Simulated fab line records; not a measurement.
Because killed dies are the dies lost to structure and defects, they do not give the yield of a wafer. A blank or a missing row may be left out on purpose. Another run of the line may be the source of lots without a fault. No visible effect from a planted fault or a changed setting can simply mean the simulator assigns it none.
Split-lot trial ; flow n5-finfet ; 7 lots, 21 wafers read, on a route of 1938 steps

THE SPLIT
At N5_MOL_CONTACT_COAG_VIA_ETCH_46 (etches SiO2 in C4F6/O2, target depth 46 nm, overetch 9.2 nm, time 40 s), the setting bias-w was moved away from the recipe's 455 W on 8 of the 21 wafers read, by -16.0% to +14.9%. This setting was run at the recipe's value on the other wafers.

The split's own step is where the reading is taken.

THE READING
rf-vpp-V, in V, at N5_MOL_CONTACT_COAG_VIA_ETCH_46 (etches SiO2 in C4F6/O2, target depth 46 nm, overetch 9.2 nm, time 40 s). Fault-free wafers of this fab line usually give 1578 V, standard deviation 24 V.

wafer;tool, chamber at the split;bias-w as run, W;against the recipe;rf-vpp-V, V;against lot-mates on the recipe
L075.3;rie-diel-02, 1;455;recipe;1573;-
L075.5;rie-diel-02, 1;455;recipe;1572;-
L075.6;rie-diel-02, 3;455;recipe;1568;-
L080.1;rie-diel-06, 3;455;recipe;1547;-
L080.2;rie-diel-06, 2;489.3;+7.5%;1725;+164
L080.4;rie-diel-06, 1;455;recipe;1575;-
L081.1;rie-diel-02, 0;522.7;+14.9%;1732;+185
L081.4;rie-diel-02, 2;455;recipe;1547;-
L081.6;rie-diel-02, 0;522.7;+14.9%;1731;+184
L087.1;rie-diel-02, 3;382.1;-16.0%;1398;-149
L087.3;rie-diel-02, 2;455;recipe;1547;-
L087.4;rie-diel-02, 1;382.1;-16.0%;1378;-169
L089.2;rie-diel-06, 2;455;recipe;1635;-
L089.4;rie-diel-06, 1;517.8;+13.8%;1733;+98
L089.5;rie-diel-06, 0;517.8;+13.8%;1765;+130
L090.1;rie-diel-06, 0;455;recipe;1604;-
L090.2;rie-diel-06, 1;455;recipe;1577;-
L090.5;rie-diel-06, 0;455;recipe;1604;-
L094.1;rie-diel-02, 0;455;recipe;1562;-
L094.5;rie-diel-02, 1;521.5;+14.6%;1738;+176
L094.6;rie-diel-02, 0;455;recipe;1562;-

FIT RESULTS
A straight line over all 21 wafers: rf-vpp-V changes by +11.7 V for each +1% of bias-w; r = +0.97; the points scatter about the line by 27 V.
The same after taking each lot's own level away (the mean of its wafers on the recipe; 21 wafers): +10.8 V for each +1%; r = +0.97; scatter 25 V.
On that fit, the largest move of bias-w shifts the reading by 1.7e+02 V.
The lots' own levels span 1547.0 to 1635.0 V, that is 3.7 times the standard deviation above.
The two slopes are in agreement: the lot-to-lot level therefore moves the slope only a little.
Check: with one of the wafers moved furthest among these (-16.0%) left out of the fit, the line predicts -174 V for it against its lot-mates. It came out at -149 V against them.
Tool readings at the split's step, against how far the setting was moved: rf-vpp-V r = +0.97.

OTHER SPLITS ON THESE WAFERS
Before the reading, these wafers also passed through other splits. Each is held against what the fit with the lots' levels taken away leaves over:
other split on the same wafers;wafers away from the commonest value;r with rf-vpp-V (lot level and that fit taken away)
N5_SDB_COAT_03 spin-rpm;8;+0.25
N5_HKMG_FIN_ETCH_55 time-s;7;+0.13
N5_GATE_CUT_ETCH_56 bias-w;7;-0.12
N5_MOL_CONTACT_COAG_ALD_131 ald-cycles;10;-0.15

THE FILE'S OWN FIT
rf-vpp-V changes by +11.4 V for each +1% of bias-w, r = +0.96.
